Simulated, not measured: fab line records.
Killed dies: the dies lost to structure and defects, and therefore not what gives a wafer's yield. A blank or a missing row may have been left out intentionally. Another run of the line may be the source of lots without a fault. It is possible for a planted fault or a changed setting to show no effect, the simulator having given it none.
Chamber matching :: flow n5-finfet :: N5_BEOL_M1_CO_CAP_55 on cvd-co-01 has 3 sister chambers
The step material Co, precursor CCTBA/H2, target thk 2 nm, time 102.1 s. 3 wafers are shown with their chamber, then 12 later ones without.

## EACH WAFER AND ITS CHAMBER
wafer: L092.1
chamber: 2
heater-power-w (W): 256

wafer: L092.2
chamber: 0
heater-power-w (W): 223

wafer: L092.3
chamber: 1
heater-power-w (W): 240

## WAFERS WITHOUT THEIR CHAMBER
wafer: L095.2
heater-power-w (W): 223

wafer: L095.5
heater-power-w (W): 236

wafer: L095.6
heater-power-w (W): 225

wafer: L096.1
heater-power-w (W): 247

wafer: L096.2
heater-power-w (W): 224

wafer: L096.3
heater-power-w (W): 246

wafer: L096.4
heater-power-w (W): 258

wafer: L096.5
heater-power-w (W): 223

wafer: L096.6
heater-power-w (W): 247

wafer: L097.3
heater-power-w (W): 238

wafer: L097.4
heater-power-w (W): 239

wafer: L097.5
heater-power-w (W): 221

## EACH ONE'S CHAMBER
wafer: L095.2
from the rows above: 0
in truth: 0

wafer: L095.5
from the rows above: 1
in truth: 1

wafer: L095.6
from the rows above: 0
in truth: 0

wafer: L096.1
from the rows above: can't be placed: 1 or 2
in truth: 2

wafer: L096.2
from the rows above: 0
in truth: 0

wafer: L096.3
from the rows above: can't be placed: 1 or 2
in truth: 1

wafer: L096.4
from the rows above: 2
in truth: 2

wafer: L096.5
from the rows above: 0
in truth: 0

wafer: L096.6
from the rows above: can't be placed: 1 or 2
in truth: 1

wafer: L097.3
from the rows above: 1
in truth: 1

wafer: L097.4
from the rows above: 1
in truth: 1

wafer: L097.5
from the rows above: 0
in truth: 0
Correctly placed: 9 of 12. Cannot be placed on the basis of these rows: 3; the candidates contain the true chamber in 3. Number placed wrongly: 0.
How it was worked out, from the rows above alone: a wafer's distance from a chamber is the root of the sum, over the readings, of the square of ((its reading less the chamber's mean) divided by the reading's scatter). The wafer belongs to the nearest chamber; if the next one is less than 2 further off, it can't be placed. A chamber's mean is the mean of its shown wafers. The scatter: with one shown wafer a chamber, the root of the mean of the squares of how far each hidden wafer lies from its nearest shown one.
